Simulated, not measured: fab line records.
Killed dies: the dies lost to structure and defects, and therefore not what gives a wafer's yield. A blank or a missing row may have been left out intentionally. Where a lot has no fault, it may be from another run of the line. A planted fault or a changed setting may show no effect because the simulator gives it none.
Struck lot and sound lot, side by side -- flow nand-harc -- 15 out of 1159 route steps
Sound: the wafers L911.2, L911.4, L911.5. Struck: wafers L922.1, L922.4 (left out: L922.2, a lot-mate that was not struck); the cause follows at the end.
Each step with rows lists, per side, the tool, then ch with its chambers, then its first start. Under that, the readings that differ: sound wafers -- struck wafers -- difference of the means -- sigmas: that difference in standard deviations of wafers without a fault.
alike: same words and numbers on both sides, and readings whose means sit less than 2 such deviations apart. not compared: any withheld reading, any reading some wafer has no value for, any bound like >300 that may hide the same value, and any number with overlapping values for which the record gives no deviation.
Wherever a step has rows on one side only, a row that says differs or no value, or a row with sigmas, the two part there. Numbers that don't overlap but have no deviation are shown without sigmas and don't part them. A reading that every wafer of one side lacks parts them only if that side has two wafers or more.

first, 9 steps without rows for these wafers: NHARC_THIN_TSV_PVD_24 (deposits Al, target thk 800 nm); NHARC_THIN_TSV_DEHYDRATE_25 (time 120 s); NHARC_THIN_TSV_HMDS_26 (time 30 s); NHARC_THIN_TSV_COAT_27; NHARC_THIN_TSV_SOFTBAKE_28 (time 95 s); NHARC_THIN_TSV_EBR_29; NHARC_THIN_TSV_EXPOSE_30 (exposes mask PAD); NHARC_THIN_TSV_PEB_31 (peb time 85 s); NHARC_THIN_TSV_DEVELOP_32 (time 70 s).
NHARC_THIN_TSV_CD_MEAS_33: target cd 5000 nm.
  sound on cd-sem-02 ch 0, day 19 12:43; struck on cd-sem-01 ch 0, day 21 18:20
  alike: cd-nm
then, 1 step without rows for these wafers: NHARC_THIN_TSV_HARDBAKE_34 (time 80 s).
NHARC_THIN_TSV_DESCUM_35: chemistry O2, time 3 s.
  sound on rie-diel-06 ch 0,1,2, day 19 12:53; struck on rie-diel-06 ch 0,3, day 21 18:30
  alike: drypump-motor-current-A, oes-product-au, rf-vpp-V, showerhead-plenum-p-Torr, throttle-valve-pct
  not compared: rf-hours-counter-h
NHARC_THIN_TSV_ETCH_59: etches the open film in Cl2/BCl3, target depth 880 nm, time 138.1 s.
  sound on rie-metal-01 ch 0,1, day 19 13:03; struck on rie-metal-03 ch 0, day 21 18:38
reading,sound,struck,difference,sigmas
drypump-motor-current-A (A),5.6 5.5 5.6,4.9 4.9,-0.7,-2
oes-product-au (a.u.),0.994 1.001 0.992,1.020 1.024,+0.026,+2
run-length-s (s),159.0 158.9 158.9,97.0 96.6,-62.1,-99 or more
  alike: throttle-valve-pct
  not compared: rf-hours-counter-h
NHARC_THIN_TSV_ETCH_36: etches the open film in Cl2/BCl3, target depth 65 nm, time 18.571 s.
  sound on rie-metal-01 ch 1, day 19 13:16; struck on rie-metal-03 ch 0,1, day 21 18:53
reading,sound,struck,difference,sigmas
oes-product-au (a.u.),0.988 0.990 0.987,1.012 1.021,+0.028,+2
run-length-s (s),39.4 39.5 39.2,40.6 40.4,+1.1,+2
  alike: drypump-motor-current-A
  not compared: rf-hours-counter-h
NHARC_END_SORT_01:
  sound on prober-02 ch 0, day 20 06:21; struck on prober-02 ch 0, day 22 03:17
reading,sound,struck,difference,sigmas
defect-limited-yield (%),94.7 94.4 94.8,0 0,-95,-73
killed-at-other,0 2 2,644 649,+645,+99 or more
killed-dies,36 38 35,677 677,+641,+74
sort_bin_3_pct (%),0.15 0.89 0.74,95.86 96.16,+95.42,+99 or more
sort-n-pass,641 639 642,0 0,-641,-74
sort-rim-yield-pct (%),98.1 100.0 94.3,0 0,-97,-70
sort-yield-pct (%),94.7 94.4 94.8,0 0,-95,-73
  alike: killed-at-array, killed-at-periphery, killed-open, killed-short, sort_bin_2_pct, sort_bin_4_pct

WHERE THEY PART
Earliest at NHARC_THIN_TSV_ETCH_59; latest, in this record, at NHARC_END_SORT_01.

WHY: what the simulator had put in
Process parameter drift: rie-metal-03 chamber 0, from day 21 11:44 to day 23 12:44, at NHARC_THIN_TSV_ETCH_59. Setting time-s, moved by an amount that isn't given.
